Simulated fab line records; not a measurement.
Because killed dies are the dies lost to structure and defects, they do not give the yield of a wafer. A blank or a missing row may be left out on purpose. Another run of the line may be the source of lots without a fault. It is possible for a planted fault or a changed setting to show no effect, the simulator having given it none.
Chamber matching    flow n5-finfet    N5_BEOL_M5_CURE_80 on uv-cure-02: 3 sister chambers
The step cures SiCOH lowk, time 120 s. 16 wafers are shown with their chamber, then 8 later ones without.

== WAFERS PAIRED WITH THEIR CHAMBERS ==
wafer   chamber  wafer_temp_C_max  lamp-power-pct (%)
L074.1  1        372.0             52.31
L074.2  1        372.0             52.15
L074.6  1        371.8             52.28
L076.1  1        371.9             52.32
L076.2  1        372.2             52.35
L076.4  1        371.8             52.35
L077.2  0        372.1             52.36
L077.5  0        372.1             52.21
L077.6  0        371.7             52.36
L082.1  1        372.2             52.26
L082.4  1        372.4             52.30
L082.5  1        372.0             52.31
L087.1  2        371.4             52.24
L087.3  2        371.1             52.31
L087.5  2        371.3             52.32
L086.1  2        371.6             52.37

SIGNATURES (averages over the wafers above)
reading           chamber 0  chamber 1  chamber 2  scatter within a chamber
wafer_temp_C_max  371.967    372.033    371.350    0.207
lamp-power-pct    52.3100    52.2922    52.3100    0.0639
Rule: a wafer's distance from a chamber is the root of the sum, over the readings, of the square of ((its reading less the chamber's mean) divided by the reading's scatter). If the next closest chamber is less than 2 further off than the closest, the wafer can't be placed; otherwise it belongs to the closest. The scatter: the root of (the sum of the squares of (reading less its chamber's mean) over the shown wafers, divided by (wafers less chambers)).

== WAFERS WITHOUT THEIR CHAMBER ==
wafer   wafer_temp_C_max  lamp-power-pct (%)
L086.2  371.2             52.30
L086.3  371.3             52.31
L088.2  372.9             52.32
L088.3  372.4             52.33
L088.5  372.3             52.25
L090.3  370.9             52.39
L090.5  371.1             52.33
L090.6  371.1             52.29

== THE CHAMBER EACH PASSED THROUGH ==
wafer   from the rows above      in truth
L086.2  2                        2
L086.3  2                        2
L088.2  can't be placed: 1 or 0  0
L088.3  can't be placed: 1 or 0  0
L088.5  can't be placed: 1 or 0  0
L090.3  2                        2
L090.5  2                        2
L090.6  2                        2
Correctly placed: 5 of 8. Not placeable from these rows: 3 (in 3, the candidates include the true chamber). Number placed wrongly: 0.
